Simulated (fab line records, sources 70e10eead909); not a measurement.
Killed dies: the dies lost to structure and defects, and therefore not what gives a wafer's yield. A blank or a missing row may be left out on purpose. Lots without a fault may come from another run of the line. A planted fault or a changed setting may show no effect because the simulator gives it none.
The same fault as seen by 3 desks || flow nand_harc || every desk sees just its own numbers, and what lay behind them comes last

AT THE METROLOGY DESK
Lot by lot, what the gauges showed, no matter which tool ran the lot: averages of those sampled wafers that carry a number. A lot is out of limits, marked OUT, if its mean lies more than 4 standard deviations from the usual mean; the brackets give that distance.
Columns: A = thk_nm at NHARC_A_ONON_D1_THK_MEAS_02, usual 999 nm; B = thk_nm at NHARC_A_ONON_D1_THK_MEAS_21, usual 998 nm; C = thk_nm at NHARC_A_ONON_D1_THK_MEAS_24, usual 1002 nm
{"lot": "L622", "first seen here": "day 7 04:25", "A": 1006, "B": 1008, "C": 1006}
{"lot": "L624", "first seen here": "day 7 21:32", "A": 997, "B": 977, "C": 1021}
{"lot": "L623", "first seen here": "day 7 21:34", "A": 1003, "B": 1001, "C": 1004}
{"lot": "L627", "first seen here": "day 8 22:43", "A": 977, "B": 1016, "C": 1003}
{"lot": "L628", "first seen here": "day 9 06:59", "A": 1001, "B": 999, "C": 974}
{"lot": "L629", "first seen here": "day 9 07:00", "A": 993, "B": 984, "C": 987}
{"lot": "L635", "first seen here": "day 11 00:26", "A": 1013, "B": 999, "C": "891 (-9.2) OUT"}
{"lot": "L632", "first seen here": "day 11 10:31", "A": 1000, "B": 1000, "C": 1003}
{"lot": "L638", "first seen here": "day 11 21:02", "A": 1002, "B": 991, "C": 995}
{"lot": "L642", "first seen here": "day 12 05:35", "A": 984, "B": 997, "C": 992}
{"lot": "L639", "first seen here": "day 12 05:37", "A": 993, "B": 1010, "C": 1019}
{"lot": "L640", "first seen here": "day 12 12:07", "A": 984, "B": 991, "C": 1010}
{"lot": "L645", "first seen here": "day 13 01:53", "A": 1006, "B": 991, "C": 1011}
This desk's finding: out of limits on L635; first on L635, day 11 11:33 (thk_nm at NHARC_A_ONON_D1_THK_MEAS_24). L622, L624, L623, L627, L628, L629, L632, L638, L642, L639, L640, L645 stayed within limits.

AT THE TOOL OWNER'S DESK: pecvd_onon-01
The tool's own readings at NHARC_A_ONON_D1_DEP_22 (target thk 1000 nm): means of the sampled wafers that have a number, for each lot that ran on this tool. A lot is out of limits, marked OUT, if its mean lies more than 4 standard deviations from the usual mean; the brackets give that distance.
Columns: A = nh3_flow_sccm at NHARC_A_ONON_D1_DEP_22, usual 500.0 sccm
{"lot": "L628", "first seen here": "day 9 17:00", "A": 501.0}
{"lot": "L635", "first seen here": "day 11 11:06", "A": 500.3}
This desk found nothing out of limits on any of the 2 lots.

THE DEFECT DESK
For each lot, the counts of the inspections along the route, averaged over the sampled wafers that have a number. A lot is out of limits, marked OUT, if its mean lies more than 4 standard deviations from the usual mean; the brackets give that distance.
Columns: A = raw_defect_count at NHARC_A_ZERO_WELL_INSPECT_17, usual 12
{"lot": "L622", "first seen here": "day 6 07:28", "A": 8}
{"lot": "L623", "first seen here": "day 7 00:10", "A": 8}
{"lot": "L624", "first seen here": "day 7 01:07", "A": 23}
{"lot": "L627", "first seen here": "day 7 22:55", "A": 11}
{"lot": "L629", "first seen here": "day 8 10:16", "A": 14}
{"lot": "L628", "first seen here": "day 8 10:37", "A": 15}
{"lot": "L635", "first seen here": "day 10 03:44", "A": 15}
{"lot": "L632", "first seen here": "day 10 09:32", "A": 15}
{"lot": "L638", "first seen here": "day 10 21:43", "A": 8}
{"lot": "L642", "first seen here": "day 11 05:52", "A": 7}
{"lot": "L639", "first seen here": "day 11 06:10", "A": 20}
{"lot": "L640", "first seen here": "day 11 14:13", "A": 10}
{"lot": "L645", "first seen here": "day 12 04:45", "A": 10}
This desk found nothing out of limits on any of the 13 lots.

ALL TOGETHER
On L635, the metrology desk was in a position to raise an alarm at day 11 11:33.
The tool owner's desk saw nothing out of limits.
No out-of-limits result turned up at the defect desk.
The tool owner's desk has L635 on record, within its limits.
The defect desk has L635 on record, within its limits.
NHARC_A_ONON_D1_DEP_22 was run on pecvd_onon-01 by each of the lots named.

WHAT WAS PUT IN BY THE SIMULATOR
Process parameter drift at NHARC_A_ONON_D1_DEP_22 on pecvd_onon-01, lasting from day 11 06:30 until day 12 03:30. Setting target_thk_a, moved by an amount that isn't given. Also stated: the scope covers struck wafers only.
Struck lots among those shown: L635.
Delay in hours, fault start to first out-of-limits reading, per desk: metrology desk 5.
